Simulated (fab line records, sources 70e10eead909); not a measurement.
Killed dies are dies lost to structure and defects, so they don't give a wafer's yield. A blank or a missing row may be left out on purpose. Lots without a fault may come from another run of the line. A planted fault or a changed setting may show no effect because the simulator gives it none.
Chamber matching | flow nand_harc | NHARC_A_M0_ETCH_15 on rie_diel-03: 4 sister chambers
The step etches the open film in C4F8/Ar, target depth 150 nm, overetch 15 nm, time 82.5 s. 4 wafers are shown with their chamber, then 8 later ones without.

WAFERS WITH THEIR CHAMBER
wafer  | chamber | run_length_s (s)
L409.1 | 2       | 103.9
L410.2 | 3       | 103.8
L410.3 | 0       | 104.2
L410.4 | 1       | 103.7

WAFERS WITHOUT THEIR CHAMBER
wafer  | run_length_s (s)
L411.1 | 103.9
L411.2 | 104.1
L411.6 | 104.6
L413.4 | 103.7
L413.5 | 103.7
L413.6 | 104.2
L419.3 | 104.1
L419.4 | 103.6

WHICH CHAMBER EACH WENT THROUGH
wafer  | from the rows above               | in truth
L411.1 | can't be placed: 2 or 3 or 1 or 0 | 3
L411.2 | can't be placed: 0 or 2 or 3 or 1 | 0
L411.6 | can't be placed: 0 or 2           | 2
L413.4 | can't be placed: 1 or 3 or 2      | 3
L413.5 | can't be placed: 1 or 3 or 2      | 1
L413.6 | can't be placed: 0 or 2           | 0
L419.3 | can't be placed: 0 or 2 or 3 or 1 | 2
L419.4 | can't be placed: 1 or 3 or 2      | 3
Placed correctly: 0 of 8. Can't be placed from these rows: 8 (the true chamber is among the candidates in 8). Placed wrongly: 0.
How it was worked out, from the rows above alone: a wafer's distance from a chamber is the root of the sum, over the readings, of the square of ((its reading less the chamber's mean) divided by the reading's scatter). The wafer belongs to the nearest chamber; if the next one is less than 2 further off, it can't be placed. A chamber's mean is the mean of its shown wafers. The scatter: with one shown wafer a chamber, the root of the mean of the squares of how far each hidden wafer lies from its nearest shown one.
